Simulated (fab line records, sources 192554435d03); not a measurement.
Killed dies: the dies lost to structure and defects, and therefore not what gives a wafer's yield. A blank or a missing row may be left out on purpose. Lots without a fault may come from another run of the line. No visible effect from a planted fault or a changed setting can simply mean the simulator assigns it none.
Chamber matching / flow n5 finfet / rie diel-04 running N5_FIN_CUT_CUT_ETCH_26: 4 sister chambers
The step etches SiNx in CH3F/O2, target depth 39 nm, time 55.7 s. 4 wafers are shown with their chamber, then 7 later ones without.

## WAFERS, EACH WITH ITS CHAMBER
wafer=L086.1; chamber=3; drypump motor current A (A)=6.7
wafer=L086.5; chamber=1; drypump motor current A (A)=4.7
wafer=L087.3; chamber=2; drypump motor current A (A)=6.5
wafer=L087.4; chamber=0; drypump motor current A (A)=5.3

## WAFERS WITH NO CHAMBER GIVEN
wafer=L087.6; drypump motor current A (A)=4.7
wafer=L090.1; drypump motor current A (A)=4.7
wafer=L090.3; drypump motor current A (A)=5.4
wafer=L090.5; drypump motor current A (A)=4.7
wafer=L094.1; drypump motor current A (A)=6.5
wafer=L094.4; drypump motor current A (A)=6.8
wafer=L094.6; drypump motor current A (A)=5.4

## WHICH CHAMBER EACH WENT THROUGH
wafer=L087.6; from the rows above=1; in truth=1
wafer=L090.1; from the rows above=1; in truth=1
wafer=L090.3; from the rows above=0; in truth=0
wafer=L090.5; from the rows above=1; in truth=1
wafer=L094.1; from the rows above=2; in truth=2
wafer=L094.4; from the rows above=3; in truth=3
wafer=L094.6; from the rows above=0; in truth=0
Placed correctly: 7 of 7. Left unplaced by these rows: 0. Wrongly placed: 0.
How it was worked out, from the rows above alone: a wafer's distance from a chamber is the root of the sum, over the readings, of the square of ((its reading less the chamber's mean) divided by the reading's scatter). If the next closest chamber is less than 2 further off than the closest, the wafer can't be placed; otherwise it belongs to the closest. A chamber's mean is the mean of its shown wafers. The scatter: with one shown wafer a chamber, the root of the mean of the squares of how far each hidden wafer lies from its nearest shown one.
